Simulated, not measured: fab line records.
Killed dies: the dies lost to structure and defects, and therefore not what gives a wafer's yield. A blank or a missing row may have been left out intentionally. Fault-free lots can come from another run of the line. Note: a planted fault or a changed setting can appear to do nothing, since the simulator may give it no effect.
Chamber matching | flow n5 finfet | N5_BEOL_M0_CUTY_ETCH_63 on rie diel-05: 4 sister chambers
The step etches SOC in N2/H2, target depth 82.7 nm, overetch 16.5 nm, time 124 s. 8 wafers are shown with their chamber, then 8 later ones without.

## EACH WAFER AND ITS CHAMBER
wafer  | chamber | showerhead plenum p Torr (Torr) | oes product au (a.u.)
L079.6 | 0       | 2.43                            | 0.60
L083.2 | 2       | 2.58                            | 0.63
L084.3 | 0       | 2.43                            | 0.59
L084.6 | 3       | 2.52                            | 0.59
L087.3 | 1       | 2.62                            | 0.74
L087.5 | 3       | 2.51                            | 0.58
L087.6 | 2       | 2.57                            | 0.63
L085.1 | 1       | 2.62                            | 0.73

## WAFERS WITH NO CHAMBER GIVEN
wafer  | showerhead plenum p Torr (Torr) | oes product au (a.u.)
L085.3 | 2.42                            | 0.58
L085.4 | 2.51                            | 0.58
L089.3 | 2.62                            | 0.73
L089.4 | 2.62                            | 0.73
L089.6 | 2.42                            | 0.57
L090.2 | 2.51                            | 0.59
L090.4 | 2.42                            | 0.57
L090.5 | 2.57                            | 0.62

## WHICH CHAMBER EACH WENT THROUGH
wafer  | from the rows above | in truth
L085.3 | 0                   | 0
L085.4 | 3                   | 3
L089.3 | 1                   | 1
L089.4 | 1                   | 1
L089.6 | 0                   | 0
L090.2 | 3                   | 3
L090.4 | 0                   | 0
L090.5 | 2                   | 2
Correctly placed: 8 of 8. Number that these rows cannot place: 0. Wrongly placed: 0.
How it was worked out, from the rows above alone: a wafer's distance from a chamber is the root of the sum, over the readings, of the square of ((its reading less the chamber's mean) divided by the reading's scatter). If the next closest chamber is less than 2 further off than the closest, the wafer can't be placed; otherwise it belongs to the closest. The mean given for a chamber averages the wafers shown for that chamber. How the scatter is found: for the shown wafers, subtract from each reading the mean of its chamber, square and add these, divide the total by (wafers less chambers), then take the root.
